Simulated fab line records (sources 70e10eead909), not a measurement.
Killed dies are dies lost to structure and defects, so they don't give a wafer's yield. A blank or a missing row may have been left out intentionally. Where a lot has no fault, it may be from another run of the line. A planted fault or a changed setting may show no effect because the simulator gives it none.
A single fault, viewed from 2 desks	flow nand_harc	what lay behind the numbers comes last; until then each desk has only its own

== FOR THE TOOL OWNER'S DESK: rie_diel-06 ==
The tool's own readings at NHARC_P_CONTACT_ETCH_36 (etches the open film in N2/H2, target depth 260 nm, time 406.25 s): means of the sampled wafers that have a number, for each lot that ran on this tool. If a lot's mean is further than 4 standard deviations from the usual mean, the lot is out of limits and carries the mark OUT (the distance appears in the brackets).
Columns: A = drypump_motor_current_A at NHARC_P_CONTACT_ETCH_36, usual 5.7 A; B = oes_product_au at NHARC_P_CONTACT_ETCH_36, usual 1.005 a.u.; C = rf_fwd_power_W at NHARC_P_CONTACT_ETCH_36, usual 399.4 W; D = rf_vpp_V at NHARC_P_CONTACT_ETCH_36, usual 430.1 V; E = run_length_s at NHARC_P_CONTACT_ETCH_36, usual 427.6 s; F = showerhead_plenum_p_Torr at NHARC_P_CONTACT_ETCH_36, usual 2.02 Torr; G = throttle_valve_pct at NHARC_P_CONTACT_ETCH_36, usual 14.170 %
lot	first seen here	A	B	C	D	E	F	G
L828	day 7 06:43	5.6	1.008	400.2	430.4	427.5	2.01	14.169
L830	day 8 07:34	5.6	1.008	-	429.8	330.0 (-99 or more) OUT	2.01	14.176
L832	day 9 00:02	5.7	1.002	-	429.3	329.9 (-99 or more) OUT	2.02	14.166
L838	day 11 07:22	5.4	1.002	399.0	429.4	427.3	2.00	14.166
L839	day 12 01:26	5.8	1.005	398.6	430.9	427.1	2.05	14.165
L840	day 12 03:59	5.8	1.006	398.5	431.2	427.4	2.05	14.173
L842	day 13 12:49	5.7	1.002	399.2	428.7	427.3	2.02	14.173
L846	day 14 12:27	5.4	1.003	399.0	428.5	427.5	1.99	14.172
This desk finds L830, L832 out of limits, L830 being first, at day 8 07:34 (run_length_s at NHARC_P_CONTACT_ETCH_36). L828, L838, L839, L840, L842, L846 stayed within limits.

== METROLOGY DESK ==
What the gauges read, lot by lot, whatever tool the lot ran on: means of the sampled wafers that have a number. If a lot's mean is further than 4 standard deviations from the usual mean, the lot is out of limits and carries the mark OUT (the distance appears in the brackets).
Columns: A = overlay_x_nm at NHARC_P_CONTACT_OVL_MEAS_13, usual 0.2 nm; B = overlay_y_nm at NHARC_P_CONTACT_OVL_MEAS_13, usual 0.3 nm
lot	first seen here	A	B
L826	day 6 11:39	-0.2	1.3
L828	day 7 06:26	0.3	-0.2
L831	day 8 06:32	0.1	0.9
L830	day 8 07:13	-1.1	-0.1
L832	day 8 23:42	1.2	1.5
L838	day 11 06:58	1.1	-0.2
L839	day 12 00:54	0.8	0.8
L840	day 12 03:41	1.5	-0.7
L842	day 13 12:28	0.0	-0.2
L843	day 13 18:07	0.0	-0.4
L845	day 13 23:32	0.6	0.9
L846	day 14 12:07	0.5	-0.3
L848	day 15 04:17	-0.5	-0.1
This desk's finding: nothing out of limits on any of the 13 lots.

== BROUGHT TOGETHER ==
On L830, L832, at day 8 07:34, an alarm was possible from the tool owner's desk.
The metrology desk saw nothing out of limits.
The metrology desk holds a record of L830, L832, inside its limits.
Every lot named ran NHARC_P_CONTACT_ETCH_36 on rie_diel-06.

== WHAT THE SIMULATOR PUT IN ==
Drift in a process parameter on rie_diel-06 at NHARC_P_CONTACT_ETCH_36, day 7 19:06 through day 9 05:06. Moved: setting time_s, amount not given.
Lots struck among those shown: L830, L832.
Time in hours from fault onset to the first out-of-limits reading at each desk: the tool owner's desk, 12.
